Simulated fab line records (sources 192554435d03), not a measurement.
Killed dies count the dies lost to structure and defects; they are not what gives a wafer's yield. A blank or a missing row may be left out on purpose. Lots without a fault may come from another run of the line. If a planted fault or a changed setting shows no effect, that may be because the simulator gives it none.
fab line records	flow n5_finfet
[record] lots = 10	wafers = 28	last_day = 18
route steps=1938 shown MOL_CONTACT_COAG@527 BEOL_M4@1111 PASSIVATION@1936
lots with no fault: from the same line, run without faults
start_h: hours from the record's opening day to when the first of the lot's shown wafers began	wait_h: hours from the lot's prior step to this one	" identical to the entry in the row above	L1.1+2: several wafers, shown together as one row	- no value, or no start given	* or withheld: withheld	< > ~ a bound
route shown NAME@n: NAME is a module with steps in the file, n the number in the route of the first one	usual: average and standard deviation across the fault-free wafers	same: alike in all rows	chamber/n: place in a boat	sites: readings site by site	_std_site: the values' standard deviation	_edge_site: outer sites' mean less inner sites'	radius_mm: how far each site lies from the wafer's centre	mask NAME#n: copy n	behind: tool/chamber where the wafer was last shaped	hold: why the lot was held/for how many hours/how that ended	device: which transistor (n, p or np) failed to switch	end of line: at the end of the route, the tests of the same wafers	a step without rows: its recipe alone	killed: at the first sort, the dies lost to defects and structure; wafer yield is something else	map: a wafer's dies, marking killed ones x, the rest . and places with no die _
set.NAME: setting as actually run; set.NAME@STEP: the setting as run at that earlier step	model.NAME: the simulator's own value behind a step, which no gauge read
a sample of lots followed through the steps of the route, with each step as a table and each wafer as a row
services: a tool's chamber out of use, with start hour (start_h, from the record's first day; less than 0 if before it), hours out, and reason
[[steps]]
[step N5_MOL_CONTACT_COAG_OVL_MEAS_09]
[recipe] points_per_wafer = 522
[usual] CA_OVL = 0.3/0.6
[same] points_per_wafer = 522
lot.wafer	tool	chamber	start_h	wait_h	CA_OVL[nm]
L764.2	overlay-01	0	97.51	0.0	1.2
L764.4	"	0	"	"	1.0
L764.5	"	0	"	"	0.6
L768.2	overlay-01	0	129.23	0.0	-0.4
L768.5	"	0	"	"	-0.7
L768.6	"	0	"	"	0.6
L769.2	overlay-02	0	135.72	0.0	0.2
L769.4	"	0	"	"	0.3
L769.6	"	0	"	"	1.1
L770.2	overlay-01	0	142.74	0.0	1.0
L770.4	"	0	"	"	-0.3
L778.2	overlay-01	0	184.64	0.0	0.5
L778.3	"	0	"	"	0.6
L778.6	"	0	"	"	0.7
L780.1	overlay-02	0	196.04	0.0	1.0
L780.4	"	0	"	"	0.2
L780.5	"	0	"	"	0.6
L781.2	overlay-01	0	203.45	0.0	0.2
L781.3	"	0	"	"	0.3
L782.1	overlay-01	0	218.31	0.0	0.7
L782.4	"	0	"	"	1.4
L782.5	"	0	"	"	0.7
L783.1	overlay-01	0	222.16	0.0	1.3
L783.3	"	0	"	"	0.9
L783.5	"	0	"	"	0.4
L785.2	overlay-02	0	229.01	0.0	1.4
L785.3	"	0	"	"	0.0
L785.5	"	0	"	"	0.8
[step N5_MOL_CONTACT_COAG_ETCH_59]
[recipe] chemistry = N2/H2	target = underlayer	target_depth_a = 130	mask_material = CAR-EUV	time_s = 10.4	ion_energy_ev = 200	pressure_mtorr = 30	source_w = 840	bias_w = 150	n2_flow_sccm = 200	h2_flow_sccm = 200	ends = cleared
[usual] drypump_motor_current_A = 5.4/0.37	etch_rf_on_time_s = 10.3/0.34	oes_product_au = 0.67/0.073	rf_fwd_power_W = 819.2/2.4	rf_vpp_V = 524.3/2.6	showerhead_plenum_p_Torr = 2.56/0.081	throttle_valve_pct = 17.73/0.26
lot.wafer	tool	chamber	start_h	wait_h	drypump_motor_current_A	etch_rf_on_time_s	oes_product_au	rf_fwd_power_W	rf_hours_counter_h	rf_vpp_V	showerhead_plenum_p_Torr	throttle_valve_pct
L764.2	rie_diel-05	3	97.63	0.0	5.2	10.3	0.79	820.4	21	521.7	2.50	17.62
L764.4	"	2	"	"	5.1	10.7	0.63	816.9	154	526.3	2.64	17.75
L764.5	"	1	"	"	5.3	10.0	0.77	823.9	-	527.3	2.68	17.35
L768.2	rie_diel-01	1	129.35	0.0	6.0	10.5	0.62	818.3	186	520.8	2.44	18.15
L768.5	"	3	"	"	6.6	10.7	0.59	821.1	-	525.8	2.60	17.27
L768.6	"	2	"	"	5.3	10.2	0.73	817.0	-	526.6	2.58	17.46
L769.2	rie_diel-05	3	135.84	0.0	5.2	10.2	0.76	820.5	35	521.7	2.50	17.63
L769.4	"	0	"	"	5.4	10.4	0.60	819.8	212	521.3	2.54	18.09
L769.6	"	1	"	"	5.3	10.1	0.74	819.8	-	528.0	2.67	17.36
L770.2	rie_diel-05	2	142.86	0.0	5.1	10.8	0.61	815.4	170	525.6	2.64	17.78
L770.4	"	3	"	"	5.2	10.2	0.75	820.7	36	522.6	2.50	17.64
L778.2	rie_diel-06	0	184.76	0.0	5.6	9.8	0.66	816.7	152	521.7	2.43	17.89
L778.3	"	1	"	"	5.5	10.5	0.81	820.5	11	522.8	2.51	17.66
L778.6	"	0	"	"	5.5	9.8	0.66	819.5	-	518.8	2.43	17.92
L780.1	rie_diel-01	1	196.21	0.0	6.0	10.5	0.61	819.6	209	519.7	2.43	18.16
L780.4	"	3	"	"	6.6	10.7	0.58	817.3	214	525.7	2.59	17.32
L780.5	"	0	"	"	5.2	10.2	0.61	816.2	-	527.3	2.60	17.97
L781.2	rie_diel-05	2	203.57	0.0	5.1	10.9	0.60	822.2	188	526.2	2.63	17.80
L781.3	"	1	"	"	5.3	10.0	0.73	820.7	88	527.0	2.66	17.38
L782.1	rie_diel-06	0	218.44	0.0	5.6	9.7	0.66	819.1	162	522.4	2.43	17.91
L782.4	"	3	"	"	5.5	10.6	0.62	822.4	186	525.9	2.64	17.74
L782.5	"	1	"	"	5.6	10.4	0.79	824.5	-	522.9	2.51	17.67
L783.1	rie_diel-01	3	222.29	0.0	6.6	10.7	0.57	815.4	221	527.7	2.59	17.32
L783.3	"	0	"	"	5.2	10.1	0.60	822.4	234	528.1	2.60	17.99
L783.5	"	0	"	"	5.2	10.0	0.60	823.7	-	526.0	2.60	17.99
L785.2	rie_diel-05	2	229.55	0.0	5.1	10.7	0.60	819.2	197	527.3	2.62	17.82
L785.3	"	1	"	"	5.3	9.7	0.74	819.7	97	528.0	2.66	17.44
L785.5	"	1	"	"	5.3	9.8	0.73	818.0	-	525.6	2.66	17.43
[step N5_MOL_CONTACT_COAG_ALD_20]
[recipe] material = TiN	target_thk_a = 15	temp_c = 400	ald_precursor_family = TiCl4	ald_co_reactant = NH3	pulse_time_s = 1	purge_time_s = 3	co_reactant_purge_time_s = 2	co_reactant_pulse_time_s = 2	ald_cycles = 68	pressure_torr = 3
[usual] ald_cycles = 68/0	heater_power_w = 989/94	precursor_pulse_height_rel = 1.001/0.02
[same] co_reactant_pulse_time_s = 2	co_reactant_purge_time_s = 2
lot.wafer	tool	chamber	start_h	wait_h	ald_cycles	heater_power_w	precursor_pulse_height_rel
L764.2	ald_metal-04	2	99.24	0.1	68	971	0.982
L764.4	"	1	"	"	68	918	1.036
L764.5	"	0	"	"	68	1092	1.038
L768.2	ald_metal-04	3	130.35	0.1	65	1099	1.027
L768.5	"	3	"	"	68	1053	1.017
L768.6	"	2	"	"	68	960	0.992
L769.2	ald_metal-04	2	137.78	0.1	65	969	1.037
L769.4	"	3	"	"	68	1066	0.996
L769.6	"	1	"	"	68	870	0.972
L770.2	ald_metal-04	3	147.18	0.1	65	1074	1.055
L770.4	"	2	"	"	68	958	0.966
L778.2	ald_metal-03	2	185.72	0.1	68	1007	0.981
L778.3	"	1	"	"	68	999	1.028
L778.6	"	3	"	"	68	750	1.008
L780.1	ald_metal-04	2	197.19	0.1	68	959	0.950
L780.4	"	1	"	"	68	875	0.998
L780.5	"	3	"	"	68	1050	0.993
L781.2	ald_metal-04	1	207.28	0.1	68	876	1.006
L781.3	"	2	"	"	68	968	1.022
L782.1	ald_metal-04	0	220.04	0.1	68	1105	0.977
L782.4	"	3	"	"	68	1043	0.988
L782.5	"	1	"	"	68	892	1.025
L783.1	ald_metal-04	1	225.04	0.1	68	891	1.016
L783.3	"	3	"	"	68	1108	1.004
L783.5	"	1	"	"	68	892	1.016
L785.2	ald_metal-04	1	230.60	0.1	68	907	0.989
L785.3	"	3	"	"	68	1065	0.978
L785.5	"	3	"	"	68	1075	0.979
[step N5_MOL_CONTACT_COAG_SIL_ANNEAL_21]
[recipe] temp_c = 550	time_s = 60	ambient = N2
[usual] lamp_power_pct = 6.67/0.04	lamp_zone_2_pct = 6.67/0.039	lamp_zone_6_pct = 6.61/0.04	wafer_temp_C_max = 553.3/0.75
lot.wafer	tool	chamber	start_h	wait_h	lamp_power_pct	lamp_zone_2_pct	lamp_zone_6_pct	wafer_temp_C_max
L764.2	rtp_anneal-01	0	99.65	0.2	6.64	6.63	6.57	552.8
L764.4	"	0	"	"	6.64	6.63	6.57	553.6
L764.5	"	0	"	"	6.62	6.62	6.56	554.1
L768.2	rtp_anneal-01	0	130.76	0.2	6.63	6.63	6.58	552.9
L768.5	"	0	"	"	6.62	6.63	6.57	552.9
L768.6	"	0	"	"	6.63	6.63	6.58	553.9
L769.2	rtp_anneal-02	0	138.19	0.2	6.71	6.71	6.65	551.8
L769.4	"	0	"	"	6.72	6.71	6.65	552.1
L769.6	"	0	"	"	6.72	6.71	6.65	552.6
L770.2	rtp_anneal-02	0	147.59	0.2	6.73	6.72	6.66	552.6
L770.4	"	0	"	"	6.71	6.71	6.66	552.7
L778.2	rtp_anneal-01	0	186.15	0.3	6.63	6.62	6.57	552.6
L778.3	"	0	"	"	6.64	6.64	6.58	553.3
L778.6	"	0	"	"	6.63	6.63	6.57	553.8
L780.1	rtp_anneal-01	0	197.57	0.2	6.63	6.63	6.57	554.6
L780.4	"	0	"	"	6.64	6.64	6.57	552.6
L780.5	"	0	"	"	6.63	6.63	6.57	552.8
L781.2	rtp_anneal-01	0	207.85	0.4	6.64	6.64	6.58	554.1
L781.3	"	0	"	"	6.64	6.63	6.58	552.8
L782.1	rtp_anneal-01	0	220.49	0.3	6.64	6.64	6.58	553.5
L782.4	"	0	"	"	6.62	6.63	6.57	553.1
L782.5	"	0	"	"	6.63	6.63	6.58	554.8
L783.1	rtp_anneal-01	0	225.42	0.2	6.64	6.63	6.56	553.9
L783.3	"	0	"	"	6.63	6.63	6.57	555.0
L783.5	"	0	"	"	6.63	6.62	6.58	553.7
L785.2	rtp_anneal-02	0	231.01	0.2	6.71	6.71	6.65	552.9
L785.3	"	0	"	"	6.71	6.71	6.65	552.0
L785.5	"	0	"	"	6.70	6.72	6.65	552.7
[step N5_BEOL_M4_RC_MEAS_101]
[usual] DIBL_N = 36.7/2.6	DIBL_P = 36.9/2.8	IOFF_N = 0.17/0.043	IOFF_P = 0.22/0.05	ION_N = 678/15	ION_P = 465/9.2	SS_N = 71.6/0.79	SS_P = 73.5/0.82	VT_N = 250/3.9	VT_P = -250/3.7
lot.wafer	tool	chamber	start_h	wait_h	DIBL_N[mV/V]	DIBL_P[mV/V]	IOFF_N[nA/um]	IOFF_P[nA/um]	ION_N[uA/um]	ION_P[uA/um]	SS_N[mV/dec]	SS_P[mV/dec]	VT_N[mV]	VT_P[mV]
L764.2	prober-02	0	191.70	0.2	36.1	37.0	0.16	0.18	697	466	71.5	73.2	248	-254
L764.4	"	0	"	"	35.9	36.4	0.14	0.17	662	446	71.6	73.2	254	-255
L764.5	"	0	"	"	37.1	37.0	0.16	0.17	690	459	71.8	74.1	251	-257
L769.2	prober-01	0	206.64	0.2	36.4	36.8	0.16	0.20	671	461	71.3	73.1	248	-251
L769.4	"	0	"	"	41.1	42.8	0.24	0.29	679	458	73.3	75.0	247	-247
L769.6	"	0	"	"	37.8	37.5	0.17	0.21	667	454	72.0	73.9	253	-251
L768.2	prober-02	0	213.98	0.2	40.7	42.5	0.22	0.39	687	480	72.5	75.2	247	-240
L768.5	"	0	"	"	37.1	37.4	0.15	0.27	668	469	71.8	72.9	250	-244
L768.6	"	0	"	"	39.8	41.1	0.23	0.36	697	484	72.0	74.4	241	-241
L770.2	prober-02	0	242.28	0.2	37.0	36.7	0.17	0.24	679	472	71.7	73.2	246	-244
L770.4	"	0	"	"	40.8	40.1	0.25	0.32	692	475	73.0	74.7	243	-241
L778.2	prober-02	0	269.78	0.2	37.8	37.5	0.18	0.23	678	461	71.8	73.5	248	-250
L778.3	"	0	"	"	35.0	35.2	0.13	0.20	669	467	71.2	72.2	251	-251
L778.6	"	0	"	"	33.4	32.9	0.12	0.16	667	460	70.8	73.3	253	-252
L780.1	prober-01	0	292.09	0.0	36.0	36.6	0.15	0.22	670	467	71.3	73.3	248	-248
L780.4	"	0	"	"	36.9	37.5	0.18	0.25	671	460	71.8	74.7	247	-247
L780.5	"	0	"	"	35.1	34.9	0.14	0.19	660	451	71.2	73.2	249	-253
L781.2	prober-02	0	300.57	0.2	33.9	34.0	0.12	0.17	663	449	71.5	72.6	252	-251
L781.3	"	0	"	"	32.4	32.2	0.11	0.16	675	465	70.7	71.9	252	-254
L785.2	prober-02	0	309.73	0.2	36.5	37.1	0.14	0.20	683	469	71.2	73.3	255	-253
L785.3	"	0	"	"	39.4	40.4	0.18	0.25	673	464	71.8	74.1	252	-251
L785.5	"	0	"	"	36.1	36.5	0.13	0.18	667	456	71.5	72.9	253	-253
L782.1	prober-02	0	312.69	0.0	38.8	37.9	0.20	0.24	690	475	71.3	74.6	244	-248
L782.4	"	0	"	"	36.5	35.2	0.15	0.21	664	454	70.6	73.6	251	-248
L782.5	"	0	"	"	39.8	39.3	0.24	0.28	703	470	71.8	74.4	244	-248
L783.1	prober-01	0	334.76	0.0	36.3	36.2	0.13	0.19	660	460	71.8	73.1	254	-255
L783.3	"	0	"	"	38.8	39.3	0.18	0.23	690	476	71.4	73.8	248	-250
L783.5	"	0	"	"	40.2	40.5	0.20	0.26	685	469	72.3	73.9	248	-250
[step N5_PASSIVATION_PROBE_49]
[usual] defect_limited_yield = 91.0/1.4	killed_at_M0_to_M3 = 36/9.6	killed_at_M4_up = 14/6.1	killed_at_contacts = 13/6.6	killed_at_front_end = 40/11	killed_at_other = 3.2/2.9	killed_dies = 106/17	killed_open = 71/12	killed_short = 33/7.3	sort_bin_4_leakage = 0.02/0.11	sort_bin_5_function = 5.3/1	sort_bin_6_memory = 3.4/0.68	sort_n_pass = 1073/19	sort_yield_pct = 91.0/1.6
[same] gross_dies = 1180	killed_at_back_side = 0	sort_bin_8_speed[%] = 0
lot.wafer	tool	chamber	start_h	wait_h	defect_limited_yield[%]	killed_at_M0_to_M3	killed_at_M4_up	killed_at_contacts	killed_at_front_end	killed_at_other	killed_dies	killed_open	killed_short	sort_bin_4_leakage[%]	sort_bin_5_function[%]	sort_bin_6_memory[%]	sort_n_pass	sort_yield_pct[%]
L769.2	prober-02	-	311.77	0.1	89.1	29	22	22	49	7	129	87	34	0	6.4	4.4	1051	89.1
L769.4	prober-02	-	311.87	0.2	92.1	26	8	12	40	7	93	58	34	0	4.0	3.4	1087	92.1
L769.6	prober-02	-	311.97	0.3	90.6	30	23	13	40	5	111	75	29	0	6.5	2.8	1069	90.6
// killed by level:class
L769.2 MOL_CONTACT_COAG:geometric_particle:open=16 BEOL_M4:geometric_particle:open=14 FIN_SAQP:geometric_particle:open=9 BEOL_M2:geometric_particle:open=8 FIN_SAQP:geometric_particle:short=7 STI_FIN_REVEAL:geometric_particle:open=7 BEOL_M3:geometric_particle:open=7 MOL_CONTACT_COAG:geometric_particle:short=6
L769.4 STI_FIN_REVEAL:geometric_particle:open=14 MOL_CONTACT_COAG:geometric_particle:open=9 BEOL_M3:geometric_particle:open=6 GATE_CUT:geometric_particle:short=5 BEOL_M3:geometric_particle:short=5 BEOL_M0_SAQP:geometric_particle:open=4 STARTING-WAFER:geometric_particle:open=4 STARTING-WAFER:geometric_particle:short=4
L769.6 FIN_SAQP:geometric_particle:open=12 MOL_CONTACT_COAG:geometric_particle:open=11 BEOL_M2:geometric_particle:open=9 STI_FIN_REVEAL:geometric_particle:open=8 BEOL_M4:geometric_particle:open=8 FIN_SAQP:geometric_particle:short=7 BEOL_M3:geometric_particle:open=6 BEOL_M1:geometric_particle:open=5
[[services]]
tool	chamber	start_h	hours	kind
rie_diel-05	1	74.67	4.5	repair
rie_diel-06	-	104.20	14.6	pm
rie_diel-01	0	116.87	1.2	repair
rie_diel-06	1	125.03	-	clean
rie_diel-06	1	125.03	-	consumable_replace:focus_ring
rie_diel-06	1	125.03	21.7	scheduled_down
rie_diel-06	1	125.03	21.7	vent_cycle
ald_metal-03	-	135.51	2.8	pm
ald_metal-04	3	154.08	21.6	repair
ald_metal-03	2	160.12	13.2	repair
ald_metal-04	3	180.87	5.6	repair
rie_diel-01	2	225.67	2.5	repair
rie_diel-01	0	230.15	3.8	repair
[[key]]
[first_sign] step = N5_MOL_CONTACT_COAG_ALD_20	reading = ald_cycles	direction = down	sigmas = 99+	usual = *	struck = *
effect none on later readings
met_at N5_MOL_CONTACT_COAG_ALD_20
struck_lots L768,L769,L770
struck_wafers L768.2,L769.2,L770.2
[baseline_loss] step = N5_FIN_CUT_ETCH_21	wafers = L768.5
not_acting_at N5_MOL_CONTACT_COAG_OVL_MEAS_09,N5_MOL_CONTACT_COAG_ETCH_59,N5_MOL_CONTACT_COAG_SIL_ANNEAL_21
onset_between 99.24 130.35
[fault] kind = process_parameter_drift	tool = ald_metal-04	chamber = -	onset_h = 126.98	steps = N5_MOL_CONTACT_COAG_ALD_20	channel = ald_cycles	offset = *	shape = step	end_h = 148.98	scope = struck_wafers_only	acts_in = *	stated = *
// baseline_loss: these wafers lose ten dies or more at that step, a loss of the line's own and not of a fault; the sort's usual values leave them out
